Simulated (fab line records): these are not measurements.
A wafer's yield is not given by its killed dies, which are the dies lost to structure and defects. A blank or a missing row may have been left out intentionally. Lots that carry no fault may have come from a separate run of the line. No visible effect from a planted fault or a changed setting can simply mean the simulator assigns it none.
Struck lot and sound lot, side by side / flow n5_finfet / 22 steps out of a route of 1938
Sound: these wafers, L630.2, L630.4, L630.6. Struck: wafer L641.1 (left out: L641.3, L641.4 of the same lot, which were not struck); the cause appears at the end.
At each step with rows: each side's tool, then ch and its chambers, then its first start. Under that, the readings that differ: sound wafers / struck wafers / difference of the means / sigmas: that difference in standard deviations of wafers without a fault.
alike: same words and numbers on both sides, and readings whose means sit less than 2 such deviations apart. not compared: any withheld reading, any reading some wafer has no value for, any bound like >300 that may hide the same value, and any number with overlapping values for which the record gives no deviation.
A row with sigmas, a row that says differs or no value, or rows on one side alone: a step with any of these is where the two part. Numbers that have no deviation but don't overlap get no sigmas and don't part them. A reading missing from all wafers of one side parts the sides only when that side holds two or more wafers.

first, 3 steps without rows for these wafers: N5_PMOS_HMC_CHANNEL_EPI_EXPOSE_06 (exposes mask PMOS HMC BLK, target cd 240 nm); N5_PMOS_HMC_CHANNEL_EPI_PEB_07 (peb time 60 s); N5_PMOS_HMC_CHANNEL_EPI_DEVELOP_08 (develop time 30 s).
N5_PMOS_HMC_CHANNEL_EPI_CD_MEAS_09: the cd target is 237.4 nm.
  sound on cd_sem-01 ch 0, day 1 17:39; struck on cd_sem-03 ch 0, day 4 11:11
  alike: cd_nm
N5_PMOS_HMC_CHANNEL_EPI_OVL_MEAS_10:
  sound on overlay-02 ch 0, day 1 17:41; struck on overlay-01 ch 0, day 4 11:13
  alike: PMOS_HMC_BLK_OVL
N5_PMOS_HMC_CHANNEL_EPI_INSPECT_11: inspects for defects (macro).
  sound on defect_inspect-01 at day 1 17:43; struck on defect_inspect-01 at day 4 11:14
  alike: raw_defect_count
N5_PMOS_HMC_CHANNEL_EPI_DESCUM_14: chemistry O2, time 7.9 s.
  sound on rie_diel-05 ch 0,2, day 1 17:44; struck on rie_diel-05 ch 1, day 4 11:33
  alike: drypump_motor_current_A, oes_product_au, rf_vpp_V, showerhead_plenum_p_Torr, throttle_valve_pct
  not compared: rf_hours_counter_h
N5_PMOS_HMC_CHANNEL_EPI_ETCH_32: etches BARC in N2/H2, stops on SiO2, target depth 85.8 nm, time 50.3 s.
  sound on rie_diel-05 ch 0,2, day 1 17:47; struck on rie_diel-05 ch 1, day 4 11:35
  alike: drypump_motor_current_A, oes_product_au, rf_vpp_V, showerhead_plenum_p_Torr, throttle_valve_pct
  not compared: rf_hours_counter_h
then, 1 step without rows for these wafers: N5_PMOS_HMC_CHANNEL_EPI_HM_OPEN_15 (chemistry CHF3/O2, target SiO2, target depth 40.6 nm, time 20.3 s).
N5_PMOS_HMC_CHANNEL_EPI_STRIP_33: strips in N2/H2.
  sound on rie_diel-05 ch 0,2, day 1 17:52; struck on rie_diel-05 ch 1, day 4 11:41
  alike: drypump_motor_current_A, oes_product_au, rf_vpp_V, showerhead_plenum_p_Torr, throttle_valve_pct
  not compared: rf_hours_counter_h
then, 1 step without rows for these wafers: N5_PMOS_HMC_CHANNEL_EPI_STRIP_17 (strips in SPM, time 750 s).
N5_PMOS_HMC_CHANNEL_EPI_ETCH_38: etches SiO2 in CF4, target depth 1.5 nm.
  sound on rie_si-02 ch 0,1,2, day 1 18:11; struck on rie_si-02 ch 0, day 4 11:59
  alike: drypump_motor_current_A, oes_product_au, throttle_valve_pct
  not compared: rf_hours_counter_h
N5_PMOS_HMC_CHANNEL_EPI_FIN_RECESS_16: chemistry HBr/Cl2, target Si, target depth 54 nm, time 18 s.
  sound on rie_si-02 ch 0,1,2, day 1 18:12; struck on rie_si-02 ch 0, day 4 12:01
reading=model.etch.depth_nm (nm); sound=53.31 53.17 54.59; struck=68.64; difference=+14.95; sigmas=
reading=model.PMOS_HMC_CHANNEL_EPI.feature_depth_nm (nm); sound=53.31 53.17 54.59; struck=68.64; difference=+14.95; sigmas=
reading=model.SiO2_of_PMOS_HMC_CHANNEL_EPI_HM_DEP_34.thk_nm (nm); sound=30.43 30.93 30.96; struck=28.67; difference=-2.10; sigmas=
  alike: drypump_motor_current_A, oes_product_au, throttle_valve_pct
  not compared: rf_hours_counter_h
then, 1 step without rows for these wafers: N5_PMOS_HMC_CHANNEL_EPI_PRECLEAN_36 (cleans in O3/DIW, time 45 s).
N5_PMOS_HMC_CHANNEL_EPI_PRECLEAN_18: cleans in DHF, time 30 s.
  sound on wet_bench-05 ch 2,3,4, day 1 18:19; struck on wet_bench-03 ch 7, day 4 12:07
reading=model.SiO2_of_PMOS_HMC_CHANNEL_EPI_HM_DEP_34.thk_nm (nm); sound=24.84 25.35 25.38; struck=23.11; difference=-2.08; sigmas=
then, 4 steps without rows for these wafers: N5_PMOS_HMC_CHANNEL_EPI_SRD_19 (time 30 s); N5_PMOS_HMC_CHANNEL_EPI_EPI_20 (deposits SiGe30, target thk 59 nm); N5_PMOS_HMC_CHANNEL_EPI_HM_STRIP_35 (strips SiO2 in dHF, material SiO2, target depth 39.6 nm, time 216 s); N5_PMOS_HMC_CHANNEL_EPI_SRD_39 (time 30 s).
N5_PMOS_HMC_CHANNEL_EPI_CMP_21: polishes SiGe30, target thk 54 nm.
  sound on cmp-01 ch 0,2, day 1 20:09; struck on cmp-04 ch 2, day 4 13:55
  alike: motor_current_A, slurry_filter_dp_kPa
N5_PMOS_HMC_CHANNEL_EPI_THK_MEAS_22:
  sound on film_metro-01 at day 1 20:25; struck on film_metro-01 at day 4 14:13
reading=HMC_CMP_THK (nm); sound=53.4 53.1 54.6; struck=58.9; difference=+5.2; sigmas=+5
then, 1 step without rows for these wafers: N5_PMOS_HMC_CHANNEL_EPI_PRECLEAN_40 (cleans in DHF, time 30 s).

WHERE THEY PART
At N5_PMOS_HMC_CHANNEL_EPI_THK_MEAS_22 and nowhere else, as far as this record goes.

WHY: the cause the simulator had injected
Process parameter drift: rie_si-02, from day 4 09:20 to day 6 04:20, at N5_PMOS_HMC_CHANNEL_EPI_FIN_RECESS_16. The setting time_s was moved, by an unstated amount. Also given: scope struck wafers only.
